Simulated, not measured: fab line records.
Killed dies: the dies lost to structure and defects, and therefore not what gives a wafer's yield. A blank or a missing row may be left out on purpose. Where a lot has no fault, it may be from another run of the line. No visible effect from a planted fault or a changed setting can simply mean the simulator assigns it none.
Matching of chambers | flow n5-finfet | N5_HKMG_FIN_ETCH_35 on rie-diel-02 has 4 sister chambers
The step etches SOC in N2/H2, target depth 215.8 nm, time 243.4 s. 8 wafers are shown with their chamber, then 8 later ones without.

## EACH WAFER AND ITS CHAMBER
wafer  | chamber | drypump-motor-current-A (A) | showerhead-plenum-p-Torr (Torr)
L076.4 | 2       | 5.6                         | 2.54
L077.2 | 1       | 5.9                         | 2.63
L081.4 | 0       | 6.1                         | 2.43
L081.6 | 2       | 5.6                         | 2.53
L088.1 | 3       | 6.5                         | 2.53
L088.2 | 0       | 6.1                         | 2.43
L088.3 | 1       | 5.9                         | 2.62
L092.2 | 3       | 6.6                         | 2.52

## WAFERS WITH NO CHAMBER GIVEN
wafer  | drypump-motor-current-A (A) | showerhead-plenum-p-Torr (Torr)
L092.4 | 5.9                         | 2.62
L092.6 | 5.6                         | 2.52
L094.1 | 5.6                         | 2.52
L094.2 | 6.2                         | 2.42
L094.3 | 5.9                         | 2.62
L096.2 | 6.1                         | 2.42
L096.3 | 5.9                         | 2.61
L096.5 | 5.9                         | 2.61

## CHAMBER TAKEN BY EACH
wafer  | from the rows above | in truth
L092.4 | 1                   | 1
L092.6 | 2                   | 2
L094.1 | 2                   | 2
L094.2 | 0                   | 0
L094.3 | 1                   | 1
L096.2 | 0                   | 0
L096.3 | 1                   | 1
L096.5 | 1                   | 1
Correctly placed: 8 of 8. Can't be placed from these rows: 0. Number placed wrongly: 0.
How it was worked out, from the rows above alone: a wafer's distance from a chamber is the root of the sum, over the readings, of the square of ((its reading less the chamber's mean) divided by the reading's scatter). The wafer belongs to the nearest chamber; if the next one is less than 2 further off, it can't be placed. The mean given for a chamber averages the wafers shown for that chamber. The scatter: the root of (the sum of the squares of (reading less its chamber's mean) over the shown wafers, divided by (wafers less chambers)).
